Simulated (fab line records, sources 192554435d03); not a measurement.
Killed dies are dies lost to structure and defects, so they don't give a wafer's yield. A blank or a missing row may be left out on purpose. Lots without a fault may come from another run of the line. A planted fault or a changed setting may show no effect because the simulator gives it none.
Chamber matching | flow n5_finfet | N5_ZERO_LAYER_PECVD_02 on pecvd-01: 3 sister chambers
The step deposits SiO2 from SiH4/N2O, target thk 10 nm, time 6 s. 6 wafers are shown with their chamber, then 9 later ones without.

WAFERS WITH THEIR CHAMBER
wafer  | chamber | showerhead_plenum_p_Torr (Torr) | heater_power_w (W)
L084.3 | 1       | 8.04                            | 606
L084.4 | 2       | 8.07                            | 717
L084.5 | 0       | 7.83                            | 735
L087.3 | 1       | 8.04                            | 703
L087.4 | 2       | 8.10                            | 689
L087.6 | 0       | 7.79                            | 742

WAFERS WITHOUT THEIR CHAMBER
wafer  | showerhead_plenum_p_Torr (Torr) | heater_power_w (W)
L090.3 | 8.08                            | 636
L090.4 | 8.09                            | 651
L090.6 | 8.02                            | 615
L096.2 | 8.03                            | 649
L096.3 | 7.82                            | 758
L096.4 | 8.10                            | 720
L097.1 | 8.05                            | 734
L097.2 | 8.10                            | 718
L097.6 | 7.83                            | 753

WHICH CHAMBER EACH WENT THROUGH
wafer  | from the rows above     | in truth
L090.3 | can't be placed: 2 or 1 | 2
L090.4 | can't be placed: 2 or 1 | 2
L090.6 | 1                       | 1
L096.2 | 1                       | 1
L096.3 | 0                       | 0
L096.4 | 2                       | 2
L097.1 | can't be placed: 2 or 1 | 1
L097.2 | 2                       | 2
L097.6 | 0                       | 0
Placed correctly: 6 of 9. Can't be placed from these rows: 3 (the true chamber is among the candidates in 3). Placed wrongly: 0.
How it was worked out, from the rows above alone: a wafer's distance from a chamber is the root of the sum, over the readings, of the square of ((its reading less the chamber's mean) divided by the reading's scatter). The wafer belongs to the nearest chamber; if the next one is less than 2 further off, it can't be placed. A chamber's mean is the mean of its shown wafers. The scatter: the root of (the sum of the squares of (reading less its chamber's mean) over the shown wafers, divided by (wafers less chambers)).
